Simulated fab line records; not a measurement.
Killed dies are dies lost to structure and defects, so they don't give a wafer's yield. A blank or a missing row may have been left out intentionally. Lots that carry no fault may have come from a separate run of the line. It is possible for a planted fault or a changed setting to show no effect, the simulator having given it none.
Which of the tools did it? | flow nand harc | Sampling: 14 lots, 40 wafers, 3 of 1159 route steps

WHAT EACH GAUGE READ, for each wafer
NHARC_A_CHANNEL_HOLE_D1_CD_MEAS_18.
lot  | measured     | on        | cd nm (nm)
L763 | day 8 13:30  | cd sem-02 | 97.4 95.6 95.9
L762 | day 8 14:34  | cd sem-03 | 101.4 99.2 101.3
L765 | day 8 22:28  | cd sem-03 | 102.4 101.9 102.3
L766 | day 9 01:40  | cd sem-01 | 100.1 100.5 102.7
L764 | day 9 05:08  | cd sem-01 | 101.4 102.7 99.5
L767 | day 9 09:20  | cd sem-02 | 99.0 103.2 102.3
L771 | day 10 01:02 | cd sem-02 | 97.2 102.4 103.0
L770 | day 10 02:14 | cd sem-02 | 101.2 100.5 98.7
L772 | day 10 22:47 | cd sem-03 | 98.8 101.9
L774 | day 11 13:45 | cd sem-01 | 97.8 100.9
L781 | day 12 18:49 | cd sem-01 | 97.0 96.5 99.3
L780 | day 12 20:02 | cd sem-01 | 101.9 100.5 99.6
L784 | day 13 15:43 | cd sem-02 | 100.0 100.3 100.5
L785 | day 14 02:13 | cd sem-02 | 98.8 99.9 98.7

TOOL THAT RAN EACH LOT (tool first, then ch and the chambers of the sampled wafers, then the start)
lot  | NHARC_A_CHANNEL_HOLE_D1_DEP_00 | NHARC_A_CHANNEL_HOLE_D1_SOFTBAKE_05
L763 | acl dep-03 ch 0, day 8 09:41   | litho track-01 ch 0, day 8 11:00
L762 | acl dep-01 ch 0, day 8 10:44   | litho track-06 ch 0, day 8 12:00
L765 | acl dep-03 ch 0, day 8 19:36   | litho track-01 ch 0, day 8 20:00
L766 | acl dep-01 ch 0, day 8 22:11   | litho track-01 ch 0, day 9 00:00
L764 | acl dep-02 ch 0, day 9 00:59   | litho track-06 ch 0, day 9 03:00
L767 | acl dep-02 ch 0, day 9 06:07   | litho track-01 ch 0, day 9 07:00
L771 | acl dep-01 ch 0, day 9 21:40   | litho track-01 ch 0, day 9 23:00
L770 | acl dep-02 ch 0, day 9 22:17   | litho track-04 ch 0, day 10 00:00
L772 | acl dep-02 ch 0, day 10 19:48  | litho track-01 ch 0, day 10 21:00
L774 | acl dep-01 ch 0, day 11 09:55  | litho track-01 ch 0, day 11 12:00
L781 | acl dep-01 ch 0, day 12 15:17  | litho track-04 ch 0, day 12 16:00
L780 | acl dep-03 ch 0, day 12 16:43  | litho track-06 ch 0, day 12 18:00
L784 | acl dep-03 ch 0, day 13 12:32  | litho track-04 ch 0, day 13 14:00
L785 | acl dep-01 ch 0, day 13 22:52  | litho track-06 ch 0, day 14 00:00
- NHARC_A_CHANNEL_HOLE_D1_DEP_00: deposits aC, target thk 3100 nm.
- NHARC_A_CHANNEL_HOLE_D1_SOFTBAKE_05: time 55 s.

WHAT THE TOOLS THEMSELVES READ (means of the sampled wafers that have a number; where no wafer has one, the mark that the record gives instead)
NHARC_A_CHANNEL_HOLE_D1_DEP_00.
lot  | tool       | throttle valve pct (%)
L763 | acl dep-03 | 34.989
L762 | acl dep-01 | 34.991
L765 | acl dep-03 | 35.006
L766 | acl dep-01 | 34.999
L764 | acl dep-02 | 34.996
L767 | acl dep-02 | 35.004
L771 | acl dep-01 | 34.994
L770 | acl dep-02 | 35.002
L772 | acl dep-02 | 35.000
L774 | acl dep-01 | 34.990
L781 | acl dep-01 | 35.000
L780 | acl dep-03 | 34.995
L784 | acl dep-03 | 34.992
L785 | acl dep-01 | 35.004

NHARC_A_CHANNEL_HOLE_D1_SOFTBAKE_05.
lot  | tool           | heater power total W (W)
L763 | litho track-01 | 188.46
L762 | litho track-06 | 188.44
L765 | litho track-01 | 188.49
L766 | litho track-01 | 188.50
L764 | litho track-06 | 188.48
L767 | litho track-01 | 188.39
L771 | litho track-01 | 278.17
L770 | litho track-04 | 188.45
L772 | litho track-01 | 322.96
L774 | litho track-01 | 256.00
L781 | litho track-04 | 188.40
L780 | litho track-06 | 188.47
L784 | litho track-04 | 188.40
L785 | litho track-06 | 188.35

THE ANSWER, worked out from the rows above alone
Rule: what is usual is taken from the lots themselves. The widest of any qualifying gaps counts: lots, ordered by their means at a reading, are off when they make up no more than a third of the lots, leave a main group of 4 or more, and stand apart from it by 3 or more times the standard deviation of that group's means. Not used: any main group whose means are identical at the precision the tables above print for the reading. A lot without any number at a reading at which 4 lots or more have one is off too. All remaining lots with rows at the step are treated as sound. First the gauges in route order, then the tools' own readings, where a lot's mean is used as printed above. At the first step where some lot is off, the reading lying furthest off is the one used; lots without a number count as furthest.
Off, at NHARC_A_CHANNEL_HOLE_D1_SOFTBAKE_05 on heater power total W: L771, L772, L774. For the main group the mean is 188.44 W and the standard deviation 0.046.
A tool fits if, at that step or a process step before it, it ran every lot that is off, and no sound lot after the first of them. One fits: litho track-01 at NHARC_A_CHANNEL_HOLE_D1_SOFTBAKE_05. A fault onset in the window from L767 (day 9 07:00, its last sound lot) to L771 (day 9 23:00, its first lot off) fits.
The tool's own readings at NHARC_A_CHANNEL_HOLE_D1_SOFTBAKE_05 bear it out: on the lots that are off they differ by more than 5 times the standard deviation of the sound lots' means. heater power total W reads 285.71 W there against 188.44 W on the sound lots.

WHAT HAD BEEN PUT IN BY THE SIMULATOR
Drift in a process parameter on litho track-01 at NHARC_A_CHANNEL_HOLE_D1_SOFTBAKE_05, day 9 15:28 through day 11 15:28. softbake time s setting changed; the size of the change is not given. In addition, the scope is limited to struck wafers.
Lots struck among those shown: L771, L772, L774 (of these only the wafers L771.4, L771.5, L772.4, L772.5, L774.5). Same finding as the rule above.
